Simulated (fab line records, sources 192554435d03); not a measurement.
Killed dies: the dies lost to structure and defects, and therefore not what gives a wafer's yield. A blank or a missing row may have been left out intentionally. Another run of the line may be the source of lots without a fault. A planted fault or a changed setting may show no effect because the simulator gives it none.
Problem report in the 8D (eight disciplines) form, filled by code -- flow n5-finfet -- the parts of the form that need people (team, actions taken, sign-off) are left out

== 1. THE ISSUE ==
At N5_BEOL_M1_COAT_76, heater-power-total-W averages 554.2 W over 6 wafers from 2 lots, while fault-free wafers read 391.7 W, standard deviation 1.2. So: +99 or more standard deviations from the usual mean.
The step: time 60 s, resist thk 5 nm.
The first sign was on wafer L908.3 at day 10 08:10, on litho-track-02. The record holds 30 wafers of 10 lots with a number at this step. By rule, "out" or "out of limits" means more than 4 standard deviations away from the usual mean. All remaining wafers that have a number are taken as sound.

== 2. WHAT IT IS; WHAT IT IS NOT ==
question,is,is not
which readings at this step,"heater-power-total-W, run-length-s",-
which lots,"L908, L909","L893, L894, L895, L896, L897, L898, L901, L905"
which wafers of those lots,all that have a number,-
read on which tools,litho-track-02,"litho-track-03, litho-track-04"
when,from day 10 08:10,up to then (24 sound wafers)

== 3. SUSPECTS, AND WHAT RULES EACH OUT ==
Counting: a tool at a process step up to the reading stays a suspect if it ran every lot that is out and no sound lot after the first of them.
- litho-track-02 at N5_BEOL_M1_COAT_76 (time 60 s, resist thk 5 nm): kept. Every lot that is out went through it, starting with L908 (day 10 08:10), and after that it ran no sound lot; the last sound lot it ran before then is L905 (day 9 13:34). On those wafers its own readings are out: heater-power-total-W, run-length-s.
After counting, what remains is litho-track-02 at N5_BEOL_M1_COAT_76.

== 4. THE CAUSE (what the simulator had put in) ==
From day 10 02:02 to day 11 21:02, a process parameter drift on litho-track-02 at N5_BEOL_M1_COAT_76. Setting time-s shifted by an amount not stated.
The count eliminated every tool but this one.

== 5. THE EFFECT CHAIN, in route order ==
Rows list readings where the struck wafers' mean (over those with a number) sits beyond 3 standard deviations from the usual. Scope: only readings with a usual standard deviation given in the record; hours: median across lots of the time from each lot's start at the first step in this table that gives one to its start at this step; sigmas: change in usual standard deviations.
hours,step,reading,usual,on struck wafers,change,sigmas
0,N5_BEOL_M1_COAT_76,heater-power-total-W,391.7 W,554.2,+162.5,+99 or more
0,N5_BEOL_M1_COAT_76,run-length-s,66.07 s,40.29,-25.78,-99 or more
It contains these process steps:
- N5_BEOL_M1_COAT_76: time 60 s, resist thk 5 nm.
Later steps that measure or inspect, where all struck wafers having a row at the step show a number for every such reading and not one has moved that far: N5_BEOL_M4_RC_MEAS_101.

== 6. WHAT WOULD HAVE CAUGHT IT SOONER ==
First out-of-limits reading in this record: day 10 08:10, which is 6 hours after fault onset at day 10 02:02.
